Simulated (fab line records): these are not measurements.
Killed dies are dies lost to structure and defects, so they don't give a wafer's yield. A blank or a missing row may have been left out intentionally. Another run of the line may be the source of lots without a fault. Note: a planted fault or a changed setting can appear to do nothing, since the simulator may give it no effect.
Chamber matching    flow n5Finfet    3 sister chambers for N5_BEOL_M4_ILD_DEP_00 on pecvd-03
The step deposits SiOC from DEMS/O2, target thk 79 nm, time 15.3 s. 24 wafers are shown with their chamber, then 12 later ones without.

WAFERS WITH THEIR CHAMBER
wafer   chamber  showerheadPlenumPTorr (Torr)  throttleValvePct (%)  heaterPowerW (W)
L074.1  0        5.686                         12.1                  460
L074.3  1        5.666                         12.3                  479
L074.5  1        5.683                         12.3                  470
L075.2  1        5.652                         12.3                  495
L075.4  0        5.692                         12.2                  473
L075.5  1        5.663                         12.4                  518
L078.4  1        5.674                         12.6                  513
L078.5  2        5.694                         12.6                  437
L078.6  0        5.700                         12.2                  526
L079.1  1        5.678                         12.3                  481
L079.3  2        5.697                         12.5                  493
L079.4  1        5.686                         12.4                  481
L080.3  0        5.693                         12.2                  453
L080.4  1        5.669                         12.2                  477
L080.5  1        5.667                         12.3                  474
L083.2  2        5.691                         11.2                  463
L083.3  1        5.679                         12.2                  478
L083.4  1        5.682                         12.1                  486
L087.2  1        5.673                         12.4                  427
L087.4  0        5.692                         12.2                  507
L087.6  2        5.687                         11.4                  493
L091.1  2        5.677                         11.3                  434
L091.2  1        5.661                         12.1                  455
L091.3  0        5.689                         12.5                  449

SIGNATURES (averages over the wafers above)
reading                chamber 0  chamber 1  chamber 2  scatter within a chamber
showerheadPlenumPTorr  5.69200    5.67177    5.68920    0.00853
throttleValvePct       12.233     12.300     11.800     0.325
heaterPowerW           478.00     479.54     464.00     26.4
Rule: for each reading, subtract the chamber's mean from the wafer's reading, divide by that reading's scatter and square the result; add these up over the readings and take the root, which gives the wafer's distance from the chamber. The wafer belongs to the nearest chamber; if the next one is less than 2 further off, it can't be placed. How the scatter is found: for the shown wafers, subtract from each reading the mean of its chamber, square and add these, divide the total by (wafers less chambers), then take the root.

WAFERS WITH NO CHAMBER GIVEN
wafer   showerheadPlenumPTorr (Torr)  throttleValvePct (%)  heaterPowerW (W)
L090.3  5.680                         12.3                  455
L090.5  5.659                         12.2                  468
L090.6  5.696                         12.3                  465
L094.1  5.690                         11.0                  456
L094.5  5.685                         12.3                  448
L094.6  5.683                         12.3                  456
L082.1  5.663                         12.2                  457
L082.3  5.681                         11.0                  475
L082.6  5.685                         11.1                  484
L097.3  5.700                         12.3                  523
L097.4  5.680                         12.4                  506
L097.5  5.686                         11.6                  440

CHAMBER TAKEN BY EACH
wafer   from the rows above           in truth
L090.3  can't be placed: 1 or 0 or 2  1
L090.5  1                             1
L090.6  can't be placed: 0 or 2       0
L094.1  can't be placed: 2 or 0       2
L094.5  can't be placed: 0 or 2 or 1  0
L094.6  can't be placed: 0 or 1 or 2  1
L082.1  can't be placed: 1 or 2       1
L082.3  can't be placed: 2 or 0 or 1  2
L082.6  can't be placed: 2 or 0 or 1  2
L097.3  can't be placed: 0 or 2 or 1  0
L097.4  can't be placed: 1 or 0 or 2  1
L097.5  can't be placed: 2 or 0 or 1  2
Correctly placed: 1 of 12. Not placeable from these rows: 11 (in 11, the candidates include the true chamber). 0 placed wrongly.
